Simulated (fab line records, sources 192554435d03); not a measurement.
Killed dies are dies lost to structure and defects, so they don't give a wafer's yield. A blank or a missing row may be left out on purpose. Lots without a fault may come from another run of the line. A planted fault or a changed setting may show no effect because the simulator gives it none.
fab line records | flow n5_finfet
record lots=10 wafers=30 last_day=18
route steps=1938 shown BEOL_M11@1577 BEOL_M12@1604 PASSIVATION@1936
lots that met no fault: from a run of the same line without faults
start_h: hours from the record's first day to the start of the lot's first wafer shown | wait_h: hours since the lot's step before | " the same as in the row above | L1.1+2: a row that stands for several wafers | - no value, or no start given | * or withheld: withheld | < > ~ a bound
route shown NAME@n: a module of which the file shows steps, and the number in the route of the first | usual: mean/standard deviation of fault-free wafers | same: alike in all rows | chamber/n: place in a boat | sites: the reading at each site | _std_site: their standard deviation | _edge_site: outer sites' mean less inner sites' | radius_mm: how far each site lies from the wafer's centre | mask NAME#n: copy n | behind: the tool/chamber that last shaped the wafer | hold: why the lot was held/for how many hours/how that ended | device: the transistor (n, p or np) that didn't switch | end of line: the same wafers' tests at the end of the route | a step without rows: its recipe alone | killed: dies lost to structure and defects at the first sort, not the wafer's yield | map: a wafer's dies, x killed, . not, _ none there
set.NAME: the setting as run; set.NAME@STEP: as run at that earlier step | model.NAME: the simulator's own value behind a step, which no gauge read
steps of the route over a sample of lots; a table a step, a row a wafer
services: from which hour (start_h, from the record's first day; less than 0 if before it) a tool's chamber was out of use, for how many hours, and why
## steps
# step N5_BEOL_M11_STRIP_36
# recipe chemistry=N2/H2 power_w=450 temp_c=40 pressure_mtorr=20 rf_frequency_hz=6e+07 overash_fraction=0.3 bias_power_w=7 h2_frac=0.5 n2_flow_sccm=200 h2_flow_sccm=200
# usual chamber_pressure_mTorr=20.01/0.04 drypump_motor_current_A=6.0/0.36 oes_product_au=0.80/0.095 rf_vpp_V=59.3/1.8 showerhead_plenum_p_Torr=2.53/0.087 throttle_valve_pct=23.6/0.3
# columns lot.wafer tool chamber start_h wait_h chamber_pressure_mTorr drypump_motor_current_A oes_product_au rf_hours_counter_h rf_vpp_V showerhead_plenum_p_Torr throttle_valve_pct
L281.3 rie_diel-01 1 269.65 0.0 20.04 6.1 0.89 52 56.3 2.47 23.7
L281.4 " 3 " " 19.95 5.9 0.70 224 58.0 2.51 23.9
L281.6 " 1 " " 20.00 6.0 0.88 - 57.5 2.47 23.7
L280.1 rie_diel-02 0 294.13 0.0 19.91 6.7 0.84 85 60.7 2.57 23.0
L280.4 " 1 " " 20.05 5.8 0.71 193 56.8 2.40 23.8
L280.5 " 1 " " 20.06 5.7 0.73 - 58.4 2.40 23.8
L286.2 rie_diel-02 3 303.37 0.0 20.04 5.8 0.72 212 59.3 2.41 23.6
L286.4 " 1 " " 20.03 5.7 0.70 196 61.9 2.39 23.8
L286.6 " 2 " " 20.03 5.7 0.93 - 59.0 2.70 23.8
L287.1 rie_diel-02 1 316.39 0.0 20.10 5.7 0.71 202 59.8 2.39 23.8
L287.2 " 0 " " 20.02 6.7 0.84 93 59.8 2.56 23.1
L287.6 " 3 " " 19.98 5.8 0.71 - 56.5 2.41 23.6
L290.1 rie_diel-02 2 330.83 0.0 20.01 5.7 0.92 34 59.3 2.70 23.9
L290.2 " 3 " " 19.99 5.8 0.71 221 59.9 2.41 23.6
L290.3 " 0 " " 20.00 6.7 0.83 96 60.6 2.56 23.0
L289.2 rie_diel-03 1 340.17 0.0 20.02 5.9 0.87 59 58.8 2.47 23.2
L289.3 " 2 " " 20.07 6.6 0.92 7 58.6 2.49 23.5
L289.6 " 0 " " 19.98 5.3 0.73 - 60.6 2.52 23.4
L291.2 rie_diel-01 3 355.84 0.0 19.96 5.9 0.69 243 60.4 2.50 23.9
L291.4 " 2 " " 20.04 6.1 0.70 211 56.7 2.60 23.8
L291.6 " 0 " " 20.05 6.2 0.85 - 56.1 2.55 23.0
L293.1 rie_diel-02 1 359.05 0.0 20.02 5.8 0.71 211 62.9 2.39 23.8
L293.2 " 2 " " 20.03 5.7 0.90 44 60.6 2.70 23.9
L293.4 " 3 " " 20.03 5.9 0.71 231 57.6 2.40 23.6
L294.1 rie_diel-01 2 369.89 0.0 19.97 6.1 0.68 215 60.7 2.60 23.9
L294.3 " 0 " " 20.10 6.2 0.85 56 56.1 2.54 23.1
L294.4 " 3 " " 20.03 5.9 0.67 247 57.5 2.50 23.9
L298.4 rie_diel-03 3 383.44 0.0 20.02 6.4 0.92 6 58.5 2.59 23.5
L298.5 " 2 " " 20.00 6.5 0.88 - 60.7 2.48 23.6
L298.6 " 1 " " 20.02 5.9 0.86 - 56.7 2.46 23.2
# step N5_BEOL_M11_SPUTTER_48
# recipe material=Cu target_thk_a=120 temp_c=-20 bias_v=60 power_w=26000 chamber_pressure_pa=0.13 time_s=2
# usual chamber_pressure_pa=0.12999/0.00025 substrate_temp_c=-20.02/0.11 throttle_valve_pct=30.2/0.96
# columns lot.wafer tool chamber start_h wait_h chamber_pressure_pa substrate_temp_c throttle_valve_pct
L281.3 pvd_sputter-02 - 271.70 0.1 0.13033 -19.98 30.1
L281.4 " - " " 0.13003 -19.88 29.8
L281.6 " - " " 0.13011 -19.89 29.5
L280.1 pvd_sputter-01 - 296.71 0.3 0.12984 -20.15 30.2
L280.4 " - " " 0.13008 -19.90 31.7
L280.5 " - " " 0.13041 -20.07 29.0
L286.2 pvd_sputter-01 - 304.86 0.1 0.12981 -19.98 31.7
L286.4 " - " " 0.13002 -20.14 30.3
L286.6 " - " " 0.12977 -20.13 29.8
L287.1 pvd_sputter-03 - 318.48 0.2 0.12963 -19.99 30.5
L287.2 " - " " 0.12987 -19.79 29.7
L287.6 " - " " 0.12979 -20.10 30.7
L290.1 pvd_sputter-03 - 334.44 1.8 0.12988 -20.03 30.7
L290.2 " - " " 0.13016 -20.14 29.7
L290.3 " - " " 0.13026 -19.87 29.0
L289.2 pvd_sputter-03 - 341.66 0.1 0.12983 -20.15 31.5
L289.3 " - " " 0.13007 -19.87 29.1
L289.6 " - " " 0.12988 -20.11 31.6
L291.2 pvd_sputter-01 - 359.58 0.1 0.12996 -19.75 30.3
L291.4 " - " " 0.12981 -19.99 31.7
L291.6 " - " " 0.12988 -20.03 28.5
L293.1 pvd_sputter-02 - 361.28 0.5 0.13031 -20.05 29.7
L293.2 " - " " 0.12987 -19.98 30.0
L293.4 " - " " 0.12948 -20.20 29.3
L294.1 pvd_sputter-03 - 371.84 0.1 0.13001 -20.05 30.7
L294.3 " - " " 0.13026 -19.96 29.1
L294.4 " - " " 0.13018 -20.09 31.8
L298.4 pvd_sputter-02 - 385.05 0.1 0.13006 -20.05 30.2
L298.5 " - " " 0.12996 -19.98 29.8
L298.6 " - " " 0.12995 -20.22 30.0
# step N5_BEOL_M12_COAT_58
# recipe resist=BARC temp_c=205 time_s=60 spin_rpm=1500 resist_thk_nm=89
# usual spin_speed_rpm=1500.1/0.87
# columns lot.wafer tool chamber start_h wait_h spin_speed_rpm
L281.3 litho_track-05 0 272.87 0.0 1498.8
L281.4 " 0 " " 1499.9
L281.6 " 0 " " 1499.8
L280.1 litho_track-04 0 298.23 0.0 1498.2
L280.4 " 0 " " 1499.0
L280.5 " 0 " " 1498.0
L286.2 litho_track-05 0 307.06 0.0 1500.8
L286.4 " 0 " " 1500.0
L286.6 " 0 " " 1500.8
L287.1 litho_track-05 0 323.45 0.0 1498.9
L287.2 " 0 " " 1500.0
L287.6 " 0 " " 1501.8
L290.1 litho_track-05 0 335.77 0.0 1501.0
L290.2 " 0 " " 1499.6
L290.3 " 0 " " 1499.6
L289.2 litho_track-05 0 342.87 0.0 1500.3
L289.3 " 0 " " 1499.7
L289.6 " 0 " " 1500.3
L291.2 litho_track-01 0 360.75 0.0 1500.3
L291.4 " 0 " " 1499.6
L291.6 " 0 " " 1499.1
L293.1 litho_track-05 0 363.20 0.0 1625.4
L293.2 " 0 " " 1624.7
L293.4 " 0 " " 1625.2
L294.1 litho_track-05 0 373.01 0.0 1625.4
L294.3 " 0 " " 1624.9
L294.4 " 0 " " 1624.2
L298.4 litho_track-01 0 386.76 0.0 1500.9
L298.5 " 0 " " 1499.8
L298.6 " 0 " " 1500.2
# step N5_BEOL_M12_DESCUM_15
# recipe chemistry=O2 time_s=7.9 source_power_w=50 bias_power_w=20 pressure_mtorr=20 rf_frequency_hz=2.712e+07 temp_c=40 o2_flow_sccm=225
# usual chamber_pressure_mTorr=20.003/0.017 drypump_motor_current_A=5.7/0.42 oes_product_au=0.84/0.079 rf_vpp_V=243.6/1.2 showerhead_plenum_p_Torr=2.12/0.062 throttle_valve_pct=20.36/0.19
# columns lot.wafer tool chamber start_h wait_h chamber_pressure_mTorr drypump_motor_current_A oes_product_au rf_hours_counter_h rf_vpp_V showerhead_plenum_p_Torr throttle_valve_pct
L281.3 rie_diel-05 0 273.26 0.0 20.006 5.3 0.86 45 241.2 2.05 20.47
L281.4 " 1 " " 20.021 6.1 0.84 - 243.3 2.13 20.22
L281.6 " 2 " " 19.999 5.7 0.74 - 244.6 2.18 20.46
L280.1 rie_diel-06 2 298.71 0.0 20.033 6.4 0.85 53 243.5 2.14 20.39
L280.4 " 0 " " 20.001 5.3 0.65 249 243.0 1.97 20.53
L280.5 " 0 " " 20.008 5.4 0.66 - 241.3 1.97 20.54
L286.2 rie_diel-04 0 307.54 0.0 19.972 5.3 0.85 39 242.3 2.14 20.43
L286.4 " 1 " " 19.978 5.4 0.93 22 244.8 2.14 20.26
L286.6 " 3 " " 20.012 5.3 0.95 - 242.3 2.05 20.44
L287.1 rie_diel-04 2 323.81 0.0 19.992 5.8 0.77 163 243.9 2.19 20.63
L287.2 " 3 " " 20.010 5.3 0.92 16 243.1 2.05 20.44
L287.6 " 2 " " 19.987 5.9 0.76 - 244.0 2.19 20.64
L290.1 rie_diel-04 2 336.29 0.1 19.997 5.8 0.75 166 244.4 2.19 20.65
L290.2 " 1 " " 19.980 5.4 0.91 31 244.5 2.14 20.28
L290.3 " 3 " " 19.991 5.4 0.92 20 241.9 2.05 20.44
L289.2 rie_diel-06 2 343.57 0.2 20.018 6.4 0.84 68 243.4 2.14 20.42
L289.3 " 3 " " 20.021 5.7 0.82 77 242.0 2.10 20.08
L289.6 " 1 " " 19.997 6.5 0.88 - 244.2 2.13 20.08
L291.2 rie_diel-04 2 361.11 0.0 19.990 5.8 0.75 178 246.1 2.18 20.66
L291.4 " 1 " " 20.019 5.4 0.90 43 242.1 2.13 20.29
L291.6 " 0 " " 20.013 5.3 0.83 - 244.2 2.14 20.45
L293.1 rie_diel-04 2 363.78 0.3 19.994 5.8 0.75 179 244.9 2.18 20.66
L293.2 " 1 " " 19.996 5.4 0.88 44 243.8 2.13 20.31
L293.4 " 0 " " 19.969 5.3 0.83 55 244.4 2.14 20.44
L294.1 rie_diel-06 0 373.50 0.0 19.995 5.3 0.95 17 246.2 2.23 20.25
L294.3 " 1 " " 19.996 6.5 0.85 64 244.0 2.12 20.11
L294.4 " 3 " " 20.009 5.7 0.80 85 244.1 2.10 20.11
L298.4 rie_diel-06 1 387.26 0.0 19.984 6.5 0.85 68 243.4 2.12 20.12
L298.5 " 0 " " 20.019 5.3 0.95 - 246.0 2.23 20.25
L298.6 " 1 " " 20.002 6.5 0.85 - 244.0 2.12 20.09
# step N5_BEOL_M12_STRIP_64
# recipe chemistry=N2/H2 power_w=1000 temp_c=250 h2_frac=0.65 overash_fraction=0.3 pressure_mtorr=withheld n2_flow_sccm=1750 h2_flow_sccm=3250
# usual drypump_motor_current_A=5.7/0.5 heater_power_w=347/19 oes_product_au=0.715/0.0045 strip_time_to_endpoint_s=31.34/0.071
# columns lot.wafer tool chamber start_h wait_h drypump_motor_current_A heater_power_w oes_product_au rf_hours_counter_h strip_time_to_endpoint_s
L281.3 plasma_asher-01 0 273.79 0.0 5.1 377 0.710 - 31.44
L281.4 " 1 " " 6.4 331 0.713 - 31.36
L281.6 " 1 " " 6.4 337 0.715 - 31.31
L280.1 plasma_asher-02 0 299.06 0.0 5.8 330 0.710 124 31.28
L280.4 " 0 " " 5.8 325 0.713 - 31.36
L280.5 " 1 " " 5.5 353 0.712 - 31.32
L286.2 plasma_asher-01 1 307.89 0.0 6.4 331 0.713 90 31.45
L286.4 " 1 " " 6.4 336 0.719 - 31.41
L286.6 " 0 " " 5.1 379 0.719 - 31.38
L287.1 plasma_asher-01 1 324.16 0.0 6.4 348 0.703 92 31.30
L287.2 " 0 " " 5.1 372 0.718 92 31.29
L287.6 " 1 " " 6.4 347 0.718 - 31.33
L290.1 plasma_asher-01 1 336.63 0.0 6.4 344 0.723 95 31.39
L290.2 " 0 " " 5.1 374 0.711 95 31.41
L290.3 " 0 " " 5.1 369 0.719 - 31.38
L289.2 plasma_asher-02 0 343.92 0.0 5.8 328 0.715 132 31.37
L289.3 " 0 " " 5.8 326 0.717 - 31.35
L289.6 " 1 " " 5.4 357 0.725 - 31.34
L291.2 plasma_asher-02 0 361.46 0.0 5.8 326 0.711 135 31.42
L291.4 " 0 " " 5.8 321 0.716 - 31.48
L291.6 " 1 " " 5.5 348 0.723 - 31.39
L293.1 plasma_asher-01 1 364.12 0.0 6.4 340 0.712 101 30.14
L293.2 " 0 " " 5.1 369 0.719 101 30.29
L293.4 " 1 " " 6.4 328 0.720 - 30.23
L294.1 plasma_asher-01 1 373.84 0.0 6.4 338 0.715 103 30.33
L294.3 " 1 " " 6.4 335 0.709 - 30.27
L294.4 " 0 " " 5.1 365 0.714 - 30.27
L298.4 plasma_asher-02 1 387.62 0.0 5.4 347 0.714 - 31.27
L298.5 " 0 " " 5.8 323 0.714 - 31.33
L298.6 " 1 " " 5.5 343 0.715 - 31.31
# step N5_PASSIVATION_PROBE_49
# usual defect_limited_yield=91.1/1.3 killed_at_M0_to_M3=32/9.7 killed_at_M4_up=16/6 killed_at_contacts=12/5.9 killed_at_front_end=41/11 killed_at_other=4/3.1 killed_dies=104/16 killed_open=68/12 killed_short=34/7.4 sort_bin_5_function=5.1/0.85 sort_bin_6_memory=3.3/0.66 sort_n_pass=1075/16 sort_yield_pct=91.1/1.4
# same gross_dies=1180 killed_at_back_side=0 sort_bin_4_leakage[%]=0 sort_bin_8_speed[%]=0
# columns lot.wafer tool chamber start_h wait_h defect_limited_yield[%] killed_at_M0_to_M3 killed_at_M4_up killed_at_contacts killed_at_front_end killed_at_other killed_dies killed_open killed_short sort_bin_5_function[%] sort_bin_6_memory[%] sort_n_pass sort_yield_pct[%]
L286.2 prober-02 - 346.97 0.1 93.5 25 11 7 31 3 77 47 21 2.9 2.9 1103 93.5
L287.1 prober-02 - 365.95 0.0 88.6 29 18 32 56 0 135 94 37 6.5 4.6 1045 88.6
L287.2 prober-02 - 366.00 0.1 92.5 19 14 11 42 2 88 57 30 4.2 2.9 1092 92.5
L294.1 prober-01 - 412.94 0.0 91.0 30 9 9 55 3 106 58 38 4.7 3.3 1074 91.0
L294.3 prober-01 - 413.04 0.1 88.3 48 6 16 66 2 138 87 51 6.5 4.8 1042 88.3
L294.4 prober-01 - 413.09 0.2 90.8 37 14 11 42 4 108 67 30 4.7 3.4 1072 90.8
# killed by level:class
L286.2 BEOL_M1:geometric_particle:open=8 HKMG_FIN:area_etch=6 STI_FIN_REVEAL:geometric_particle:open=5 MOL_CONTACT_COAG:geometric_particle:open=5 BEOL_M0:geometric_particle:open=5 STI_FIN_REVEAL:geometric_particle:short=3 GATE_CUT:geometric_particle:open=3 BEOL_M1:geometric_particle:short=3
L287.1 MOL_CONTACT_COAG:geometric_particle:open=20 FIN_SAQP:geometric_particle:open=14 BEOL_M2:geometric_particle:open=13 MOL_CONTACT_COAG:geometric_particle:short=10 BEOL_M4:geometric_particle:open=10 STI_FIN_REVEAL:geometric_particle:open=7 DUMMY_GATE:geometric_particle:open=7 FIN_SAQP:geometric_particle:short=6
L287.2 FIN_SAQP:geometric_particle:open=18 MOL_CONTACT_COAG:geometric_particle:open=8 BEOL_M0_SAQP:geometric_particle:open=5 FIN_SAQP:geometric_particle:short=4 STI_FIN_REVEAL:geometric_particle:open=4 DUMMY_GATE:geometric_particle:open=4 BEOL_M1:geometric_particle:open=3 MOL_CONTACT_COAG:geometric_particle:short=3
L294.1 HKMG_FIN:area_etch=10 FIN_SAQP:geometric_particle:short=9 STI_FIN_REVEAL:geometric_particle:open=9 BEOL_M3:geometric_particle:open=9 MOL_CONTACT_COAG:geometric_particle:open=6 ILD0:geometric_particle:short=5 BEOL_M1:geometric_particle:open=5 STI_FIN_REVEAL:geometric_particle:short=4
L294.3 FIN_SAQP:geometric_particle:open=20 FIN_SAQP:geometric_particle:short=18 BEOL_M3:geometric_particle:open=18 MOL_CONTACT_COAG:geometric_particle:open=15 DUMMY_GATE:geometric_particle:open=8 BEOL_M0_SAQP:geometric_particle:short=7 ILD0:geometric_particle:short=7 BEOL_M3:geometric_particle:short=5
L294.4 MOL_CONTACT_COAG:geometric_particle:open=10 BEOL_M1:geometric_particle:open=10 HKMG_FIN:area_etch=10 FIN_SAQP:geometric_particle:open=7 DUMMY_GATE:geometric_particle:open=7 BEOL_M3:geometric_particle:open=7 BEOL_M0_SAQP:geometric_particle:short=6 STI_FIN_REVEAL:geometric_particle:open=3
## services
# columns tool chamber start_h hours kind
plasma_asher-02 - 245.84 33.9 repair
rie_diel-04 3 250.90 - clean
rie_diel-04 3 250.90 - consumable_replace:focus_ring
rie_diel-04 3 250.90 25.0 scheduled_down
rie_diel-04 3 250.90 25.0 vent_cycle
rie_diel-04 1 252.29 3.0 repair
rie_diel-01 3 254.41 9.7 repair
rie_diel-02 3 255.88 9.2 repair
rie_diel-03 3 274.13 5.8 repair
rie_diel-01 3 275.10 4.1 repair
rie_diel-06 2 275.94 2.5 repair
rie_diel-03 2 283.09 - clean
rie_diel-03 2 283.09 - consumable_replace:focus_ring
rie_diel-06 0 300.33 - clean
rie_diel-06 0 300.33 - consumable_replace:focus_ring
rie_diel-06 0 300.33 - consumable_replace:showerhead
rie_diel-03 0 311.45 3.0 repair
rie_diel-02 1 338.28 8.1 repair
plasma_asher-02 - 346.46 2.8 pm
rie_diel-02 - 367.53 0.8 repair
rie_diel-01 3 380.35 - clean
rie_diel-01 3 380.35 - consumable_replace:focus_ring
rie_diel-01 3 380.35 17.6 scheduled_down
rie_diel-01 3 380.35 17.6 vent_cycle
## key
first_sign step=N5_BEOL_M12_COAT_58 reading=spin_speed_rpm direction=up sigmas=99+ usual=* struck=*
effect step=N5_BEOL_M12_STRIP_64 reading=strip_time_to_endpoint_s direction=down sigmas=15 usual=* struck=*
met_at N5_BEOL_M12_COAT_58
struck_lots L293,L294
baseline_loss step=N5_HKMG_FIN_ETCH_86 wafers=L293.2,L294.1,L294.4
not_acting_at N5_BEOL_M11_STRIP_36,N5_BEOL_M11_SPUTTER_48,N5_BEOL_M12_DESCUM_15
onset_between 342.87 363.20
fault kind=process_parameter_drift tool=litho_track-05 chamber=- onset_h=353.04 steps=N5_BEOL_M12_COAT_58 channel=spin_rpm offset=* shape=step end_h=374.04 acts_in=* stated=*
# baseline_loss: these wafers lose ten dies or more at that step, a loss of the line's own and not of a fault; the sort's usual values leave them out
